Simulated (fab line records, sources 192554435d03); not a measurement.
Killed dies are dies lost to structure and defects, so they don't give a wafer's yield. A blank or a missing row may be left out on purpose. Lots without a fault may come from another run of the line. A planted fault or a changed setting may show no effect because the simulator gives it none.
fab line records | flow n5_finfet
record lots=11 wafers=33 last_day=18
route steps=1938 shown MIM_BOT_LITHO@1864 MIM_BOT_ETCH@1867 PASS1_CAP@1873 TV_LITHO@1884 PASSIVATION@1936
lots that met no fault: from a run of the same line without faults
start_h: hours from the record's first day to the start of the lot's first wafer shown | wait_h: hours since the lot's step before | " the same as in the row above | L1.1+2: a row that stands for several wafers | - no value, or no start given | * or withheld: withheld | < > ~ a bound
route shown NAME@n: a module of which the file shows steps, and the number in the route of the first | usual: mean/standard deviation of fault-free wafers | same: alike in all rows | chamber/n: place in a boat | sites: the reading at each site | _std_site: their standard deviation | _edge_site: outer sites' mean less inner sites' | radius_mm: how far each site lies from the wafer's centre | mask NAME#n: copy n | behind: the tool/chamber that last shaped the wafer | hold: why the lot was held/for how many hours/how that ended | device: the transistor (n, p or np) that didn't switch | end of line: the same wafers' tests at the end of the route | a step without rows: its recipe alone | killed: dies lost to structure and defects at the first sort, not the wafer's yield | map: a wafer's dies, x killed, . not, _ none there
set.NAME: the setting as run; set.NAME@STEP: as run at that earlier step | model.NAME: the simulator's own value behind a step, which no gauge read
steps of the route over a sample of lots; a table a step, a row a wafer
services: from which hour (start_h, from the record's first day; less than 0 if before it) a tool's chamber was out of use, for how many hours, and why
## steps
# step N5_MIM_BOT_LITHO_INSPECT_12
# recipe mode=adi inspect_instrument=macro
# usual raw_defect_count=2.1/1.4
# columns lot.wafer tool chamber start_h wait_h raw_defect_count
L385.1 defect_inspect-02 - 281.77 0.0 1
L385.4 " - " " 2
L385.6 " - " " 2
L386.3 defect_inspect-02 - 288.74 0.0 2
L386.5 " - " " 2
L386.6 " - " " 2
L388.1 defect_inspect-01 - 297.22 0.0 1
L388.3 " - " " 1
L388.4 " - " " 3
L390.2 defect_inspect-02 - 316.98 0.0 2
L390.3 " - " " 1
L390.6 " - " " 1
L398.2 defect_inspect-02 - 348.91 0.0 3
L398.4 " - " " 2
L398.5 " - " " 2
L400.1 defect_inspect-02 - 380.35 0.0 4
L400.3 " - " " 2
L400.5 " - " " 6
L401.3 defect_inspect-01 - 384.47 0.0 1
L401.5 " - " " 4
L401.6 " - " " 1
L402.2 defect_inspect-02 - 392.13 0.0 1
L402.3 " - " " 3
L402.6 " - " " 2
L405.1 defect_inspect-01 - 416.62 0.0 3
L405.4 " - " " 0
L405.5 " - " " 3
L406.1 defect_inspect-01 - 426.92 0.0 3
L406.2 " - " " 6
L406.5 " - " " 1
L407.2 defect_inspect-02 - 427.14 0.0 2
L407.3 " - " " 2
L407.5 " - " " 2
# step N5_MIM_BOT_ETCH_ETCH_03
# recipe chemistry=Cl2/BCl3 target_depth_a=120 pressure_mtorr=8 icp_w=800 bias_w=100 Cl2_flow_sccm=20 bcl3_flow_sccm=80
# usual drypump_motor_current_A=6.0/0.36 oes_product_au=0.80/0.068 throttle_valve_pct=27.55/0.23
# columns lot.wafer tool chamber start_h wait_h drypump_motor_current_A oes_product_au rf_hours_counter_h throttle_valve_pct
L385.1 rie_metal-03 0 281.96 0.1 6.3 0.78 45 27.52
L385.4 " 0 " " 6.3 0.78 - 27.52
L385.6 " 0 " " 6.3 0.77 - 27.51
L386.3 rie_metal-01 0 289.01 0.1 5.3 0.76 - 27.28
L386.5 " 1 " " 6.1 0.78 - 27.79
L386.6 " 0 " " 5.3 0.76 - 27.27
L388.1 rie_metal-02 0 297.41 0.1 6.1 0.84 20 27.85
L388.3 " 0 " " 6.1 0.83 - 27.85
L388.4 " 1 " " 6.2 0.86 - 27.75
L390.2 rie_metal-01 1 317.20 0.1 6.1 0.76 45 27.79
L390.3 " 0 " " 5.3 0.76 - 27.27
L390.6 " 0 " " 5.3 0.76 - 27.29
L398.2 rie_metal-01 1 349.17 0.1 6.1 0.76 49 27.80
L398.4 " 0 " " 5.3 0.74 - 27.29
L398.5 " 1 " " 6.2 0.74 - 27.80
L400.1 rie_metal-01 0 380.54 0.1 5.3 0.73 56 27.29
L400.3 " 0 " " 5.3 0.73 - 27.30
L400.5 " 1 " " 6.1 0.74 - 27.82
L401.3 rie_metal-03 1 385.19 0.1 6.1 0.91 - 27.28
L401.5 " 0 " " 6.4 0.76 - 27.54
L401.6 " 1 " " 6.0 0.90 - 27.28
L402.2 rie_metal-03 0 392.32 0.1 6.3 0.76 53 27.53
L402.3 " 1 " " 6.1 0.91 - 27.26
L402.6 " 1 " " 6.0 0.90 - 27.30
L405.1 rie_metal-03 0 417.17 0.1 6.3 0.76 54 27.54
L405.4 " 1 " " 6.1 0.91 - 27.29
L405.5 " 0 " " 6.3 0.76 - 27.56
L406.1 rie_metal-03 0 427.11 0.1 6.3 0.76 55 27.54
L406.2 " 1 " " 6.1 0.91 9 27.29
L406.5 " 1 " " 6.1 0.90 - 27.28
L407.2 rie_metal-01 1 427.33 0.1 6.1 0.74 56 27.82
L407.3 " 1 " " 6.1 0.73 - 27.83
L407.5 " 0 " " 5.3 0.74 - 27.31
# step N5_PASSIVATION_PECVD_55
# recipe material=SiO2 target_thk_a=4000 temp_c=400 precursor=SiH4/N2O pressure_torr=2.7 rf_w=608 time_s=22.5
# usual heater_power_w=731/110 showerhead_plenum_p_Torr=8.17/0.087 throttle_valve_pct=53.2/2.9
# columns lot.wafer tool chamber start_h wait_h heater_power_w showerhead_plenum_p_Torr throttle_valve_pct
L385.1 pecvd-03 1 282.91 0.0 809 8.20 56.5
L385.4 " 0 " " 547 8.13 53.4
L385.6 " 0 " " 574 8.13 53.1
L386.3 pecvd-03 1 289.73 0.0 860 8.18 56.7
L386.5 " 1 " " 696 8.18 56.5
L386.6 " 2 " " 694 8.10 51.0
L388.1 pecvd-03 2 298.18 0.0 673 8.08 51.3
L388.3 " 1 " " 762 8.19 56.8
L388.4 " 0 " " 515 8.14 53.1
L390.2 pecvd-03 2 317.98 0.0 661 8.11 51.3
L390.3 " 0 " " 627 8.15 53.4
L390.6 " 1 " " 685 8.17 56.6
L398.2 pecvd-04 2 349.90 0.0 703 8.12 49.5
L398.4 " 2 " " 737 8.10 49.6
L398.5 " 1 " " 732 8.23 57.4
L400.1 pecvd-02 1 381.29 0.0 649 8.38 52.3
L400.3 " 2 " " 580 8.00 50.2
L400.5 " 1 " " 641 8.39 51.9
L401.3 pecvd-04 2 385.93 0.0 791 8.09 49.6
L401.5 " 0 " " 795 8.19 54.2
L401.6 " 1 " " 747 8.23 57.4
L402.2 pecvd-03 2 393.10 0.0 631 8.13 51.7
L402.3 " 0 " " 564 8.15 53.3
L402.6 " 0 " " 601 8.14 53.2
L405.1 pecvd-04 1 417.94 0.0 796 8.24 57.5
L405.4 " 2 " " 804 8.10 49.6
L405.5 " 1 " " 834 8.24 57.5
L406.1 pecvd-03 1 427.92 0.0 876 8.16 45.9
L406.2 " 0 " " 525 8.12 53.0
L406.5 " 1 " " 881 8.15 45.9
L407.2 pecvd-02 1 428.14 0.0 684 8.40 51.7
L407.3 " 0 " " 728 8.15 50.9
L407.5 " 1 " " 672 8.39 51.9
# step N5_PASSIVATION_OVL_MEAS_60
# recipe points_per_wafer=44
# usual TV_OVL=0/5.5
# columns lot.wafer tool chamber start_h wait_h TV_OVL[nm]
L385.1 overlay-01 0 285.82 0.0 -3
L385.4 " 0 " " 3
L385.6 " 0 " " 3
L386.3 overlay-02 0 291.77 0.0 -1
L386.5 " 0 " " 6
L386.6 " 0 " " -5
L388.1 overlay-02 0 299.76 0.0 1
L388.3 " 0 " " 9
L388.4 " 0 " " -1
L390.2 overlay-01 0 318.73 0.0 -2
L390.3 " 0 " " 0
L390.6 " 0 " " 0
L398.2 overlay-02 0 350.67 0.0 9
L398.4 " 0 " " 12
L398.5 " 0 " " 6
L400.1 overlay-01 0 384.53 0.0 5
L400.3 " 0 " " 6
L400.5 " 0 " " 8
L401.3 overlay-02 0 386.51 0.0 -5
L401.5 " 0 " " -4
L401.6 " 0 " " -10
L402.2 overlay-01 0 394.73 0.0 -7
L402.3 " 0 " " 5
L402.6 " 0 " " -6
L405.1 overlay-01 0 418.69 0.0 12
L405.4 " 0 " " -2
L405.5 " 0 " " 3
L407.2 overlay-01 0 430.48 0.0 0
L407.3 " 0 " " -4
L407.5 " 0 " " -3
L406.1 overlay-02 0 430.64 0.0 -3
L406.2 " 0 " " -12
L406.5 " 0 " " 6
# step N5_PASSIVATION_INSPECT_61
# recipe mode=adi inspect_instrument=macro
# usual raw_defect_count=2.1/1.3
# columns lot.wafer tool chamber start_h wait_h raw_defect_count
L385.1 defect_inspect-02 - 285.84 0.0 2
L385.4 " - " " 1
L385.6 " - " " 3
L386.3 defect_inspect-01 - 291.80 0.0 3
L386.5 " - " " 2
L386.6 " - " " 1
L388.1 defect_inspect-01 - 299.78 0.0 2
L388.3 " - " " 1
L388.4 " - " " >300
L390.2 defect_inspect-01 - 318.76 0.0 2
L390.3 " - " " >300
L390.6 " - " " 3
L398.2 defect_inspect-01 - 350.70 0.0 1
L398.4 " - " " 1
L398.5 " - " " 2
L400.1 defect_inspect-02 - 384.56 0.0 0
L400.3 " - " " 3
L400.5 " - " " 2
L401.3 defect_inspect-02 - 386.54 0.0 2
L401.5 " - " " 1
L401.6 " - " " 1
L402.2 defect_inspect-01 - 394.75 0.0 2
L402.3 " - " " 2
L402.6 " - " " 0
L405.1 defect_inspect-02 - 418.71 0.0 3
L405.4 " - " " 4
L405.5 " - " " 3
L407.2 defect_inspect-01 - 430.50 0.0 4
L407.3 " - " " 2
L407.5 " - " " 2
L406.1 defect_inspect-01 - 430.66 0.0 1
L406.2 " - " " 2
L406.5 " - " " 2
# step N5_PASSIVATION_PROBE_49
# usual defect_limited_yield=91.2/1.4 killed_at_M0_to_M3=35/11 killed_at_M4_up=14/5.6 killed_at_contacts=12/5.6 killed_at_front_end=38/11 killed_at_other=4/3.4 killed_dies=103/17 killed_open=68/12 killed_short=33/8.8 sort_bin_4_leakage=0.00/0.007 sort_bin_5_function=5.1/0.89 sort_bin_6_memory=3.3/0.71 sort_n_pass=1077/17 sort_yield_pct=91.2/1.4
# same gross_dies=1180 killed_at_back_side=0 sort_bin_8_speed[%]=0
# columns lot.wafer tool chamber start_h wait_h defect_limited_yield[%] killed_at_M0_to_M3 killed_at_M4_up killed_at_contacts killed_at_front_end killed_at_other killed_dies killed_open killed_short sort_bin_4_leakage[%] sort_bin_5_function[%] sort_bin_6_memory[%] sort_n_pass sort_yield_pct[%]
L388.1 prober-02 - 306.60 0.0 89.5 59 13 4 48 0 124 80 37 0 6.4 3.3 1056 89.5
L388.3 prober-02 - 306.70 0.1 89.9 47 12 8 49 3 119 78 36 0 5.8 3.6 1061 89.9
L388.4 prober-02 - 306.75 0.2 81.7 31 15 14 33 123 216 61 33 0 11.5 4.7 964 81.7
L390.2 prober-02 - 325.59 0.1 90.1 44 11 9 47 6 117 67 48 0 5.3 4.2 1063 90.1
L390.3 prober-02 - 325.64 0.1 82.2 41 8 4 33 124 210 52 36 0 11.9 4.2 970 82.2
L390.6 prober-02 - 325.79 0.3 90.6 45 18 5 38 5 111 69 37 0 5.3 3.6 1069 90.6
L398.5 prober-01 - 358.77 0.2 91.4 24 17 22 35 4 102 71 29 0 4.7 3.7 1078 91.4
L401.3 prober-01 - 395.27 0.8 90.7 37 12 6 52 3 110 58 50 0 5.3 3.6 1070 90.7
L401.5 prober-01 - 395.37 0.9 90.7 51 10 15 33 1 110 69 39 0 5.6 3.5 1070 90.7
L401.6 prober-01 - 395.42 1.0 89.4 45 18 13 48 1 125 68 55 0 5.3 4.7 1055 89.4
L405.1 prober-02 - 425.30 0.0 93.1 41 17 4 19 1 82 60 18 0 4.2 2.6 1098 93.1
L405.4 prober-02 - 425.45 0.2 91.9 41 12 11 27 4 95 59 31 0 4.7 3.2 1085 91.9
L405.5 prober-02 - 425.50 0.2 93.0 22 10 4 42 5 83 50 31 0 4.0 2.6 1097 93.0
# killed by level:class
L388.1 BEOL_M1:geometric_particle:open=13 BEOL_M2:geometric_particle:open=10 BEOL_M3:geometric_particle:open=10 BEOL_M0_SAQP:geometric_particle:short=9 FIN_SAQP:geometric_particle:open=8 BEOL_M0_SAQP:geometric_particle:open=8 FIN_SAQP:geometric_particle:short=7 DUMMY_GATE:geometric_particle:open=7
L388.3 BEOL_M2:geometric_particle:open=15 FIN_SAQP:geometric_particle:open=12 BEOL_M0_SAQP:geometric_particle:short=10 FIN_SAQP:geometric_particle:short=7 BEOL_M0_SAQP:geometric_particle:open=7 MOL_CONTACT_COAG:geometric_particle:open=6 STI_FIN_REVEAL:geometric_particle:open=5 BEOL_M3:geometric_particle:open=5
L388.4 PASS1_CAP:unspecified=120 MOL_CONTACT_COAG:geometric_particle:open=12 BEOL_M0_SAQP:geometric_particle:open=8 BEOL_M0_SAQP:geometric_particle:short=7 BEOL_M2:geometric_particle:open=7 FIN_SAQP:geometric_particle:short=6 BEOL_M4:geometric_particle:open=6 STI_FIN_REVEAL:geometric_particle:open=5
L390.2 BEOL_M0_SAQP:geometric_particle:short=11 FIN_SAQP:geometric_particle:short=10 BEOL_M0_SAQP:geometric_particle:open=9 FIN_SAQP:geometric_particle:open=7 GATE_CUT:geometric_particle:short=6 MOL_CONTACT_COAG:geometric_particle:open=6 BEOL_M2:geometric_particle:open=6 BEOL_M3:geometric_particle:open=6
L390.3 PASS1_CAP:unspecified=116 BEOL_M0_SAQP:geometric_particle:open=13 BEOL_M0_SAQP:geometric_particle:short=10 FIN_SAQP:geometric_particle:short=9 BEOL_M1:geometric_particle:open=8 FIN_SAQP:geometric_particle:open=7 BEOL_M3:geometric_particle:open=4 MOL_CONTACT_COAG:geometric_particle:open=4
L390.6 BEOL_M0_SAQP:geometric_particle:short=13 FIN_SAQP:geometric_particle:short=8 BEOL_M0_SAQP:geometric_particle:open=8 BEOL_M1:geometric_particle:open=8 BEOL_M2:geometric_particle:open=8 BEOL_M5:geometric_particle:open=7 STARTING-WAFER:geometric_particle:open=6 MOL_CONTACT_COAG:geometric_particle:open=5
L398.5 MOL_CONTACT_COAG:geometric_particle:open=18 STI_FIN_REVEAL:geometric_particle:open=16 BEOL_M4:geometric_particle:open=11 BEOL_M3:geometric_particle:open=7 STI_FIN_REVEAL:geometric_particle:short=6 BEOL_M0_SAQP:geometric_particle:short=5 FIN_SAQP:geometric_particle:open=4 MOL_CONTACT_COAG:geometric_particle:short=4
L401.3 STI_FIN_REVEAL:geometric_particle:open=12 FIN_SAQP:geometric_particle:short=10 BEOL_M3:geometric_particle:open=9 BEOL_M0_SAQP:geometric_particle:short=9 FIN_SAQP:geometric_particle:open=8 GATE_CUT:geometric_particle:short=8 STI_FIN_REVEAL:geometric_particle:short=7 BEOL_M0_SAQP:geometric_particle:open=7
L401.5 MOL_CONTACT_COAG:geometric_particle:open=15 BEOL_M1:geometric_particle:open=11 BEOL_M0_SAQP:geometric_particle:open=9 GATE_CUT:geometric_particle:short=8 BEOL_M0_SAQP:geometric_particle:short=8 BEOL_M0:geometric_particle:open=7 BEOL_M1:geometric_particle:short=6 BEOL_M3:geometric_particle:open=6
L401.6 FIN_SAQP:geometric_particle:short=14 MOL_CONTACT_COAG:geometric_particle:open=12 BEOL_M1:geometric_particle:open=9 BEOL_M4:geometric_particle:open=9 BEOL_M0:geometric_particle:open=7 BEOL_M1:geometric_particle:short=7 BEOL_M0_SAQP:geometric_particle:short=6 STARTING-WAFER:geometric_particle:short=6
L405.1 BEOL_M2:geometric_particle:open=14 BEOL_M1:geometric_particle:open=8 BEOL_M4:geometric_particle:open=8 BEOL_M0_SAQP:geometric_particle:open=6 MOL_CONTACT_COAG:geometric_particle:open=4 BEOL_M0_SAQP:geometric_particle:short=4 BEOL_M2:geometric_particle:short=4 STARTING-WAFER:geometric_particle:open=4
L405.4 BEOL_M2:geometric_particle:open=16 MOL_CONTACT_COAG:geometric_particle:open=9 BEOL_M4:geometric_particle:open=8 ILD0:geometric_particle:short=6 BEOL_M2:geometric_particle:short=6 BEOL_M3:geometric_particle:open=6 FIN_SAQP:geometric_particle:open=5 BEOL_M0_SAQP:geometric_particle:open=5
L405.5 FIN_SAQP:geometric_particle:short=10 STI_FIN_REVEAL:geometric_particle:open=8 BEOL_M2:geometric_particle:open=7 FIN_SAQP:geometric_particle:open=5 BEOL_M3:geometric_particle:open=5 BEOL_M5:geometric_particle:open=4 STARTING-WAFER:geometric_particle:short=4 ILD0:geometric_particle:open=3
## services
# columns tool chamber start_h hours kind
rie_metal-03 1 261.15 - clean
rie_metal-03 1 261.15 22.9 scheduled_down
rie_metal-03 1 261.15 22.9 vent_cycle
pecvd-03 1 264.22 5.5 scheduled_down
pecvd-02 2 267.49 5.5 scheduled_down
pecvd-02 1 272.95 2.1 scheduled_down
pecvd-02 0 279.07 4.1 repair
pecvd-04 1 280.59 5.5 scheduled_down
pecvd-03 2 280.60 5.5 scheduled_down
pecvd-02 - 339.09 14.6 pm
pecvd-04 2 342.93 5.5 scheduled_down
rie_metal-02 - 346.79 0.3 repair
pecvd-02 - 359.09 0.9 repair
pecvd-03 - 361.79 0.8 repair
pecvd-03 2 374.68 2.1 scheduled_down
pecvd-03 1 383.91 2.1 scheduled_down
pecvd-03 1 386.04 - clean
pecvd-03 1 386.04 - consumable_replace:showerhead
pecvd-03 1 386.04 29.0 scheduled_down
pecvd-03 1 386.04 29.0 vent_cycle
pecvd-03 0 387.07 2.1 scheduled_down
rie_metal-02 1 396.95 20.4 repair
rie_metal-01 0 403.78 6.5 repair
rie_metal-03 - 414.11 2.8 pm
## key
first_sign step=N5_PASSIVATION_INSPECT_61 reading=raw_defect_count direction=up sigmas=99+ usual=2.1 struck=>300
effect step=N5_PASSIVATION_PROBE_49 reading=killed_at_other direction=up sigmas=36 usual=4 struck=124
more_kills_born_at N5_PASSIVATION_PECVD_55@pecvd-03=236
met_at N5_PASSIVATION_PECVD_55
struck_lots L388,L390
struck_wafers L388.4,L390.3
not_acting_at N5_MIM_BOT_LITHO_INSPECT_12,N5_MIM_BOT_ETCH_ETCH_03,N5_PASSIVATION_OVL_MEAS_60
onset_between 282.91 298.18
fault kind=chamber_particle_source tool=pecvd-03 chamber=0 onset_h=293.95 steps=N5_PASSIVATION_PECVD_55 rate_per_visit_cm2=0.76501 end_h=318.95
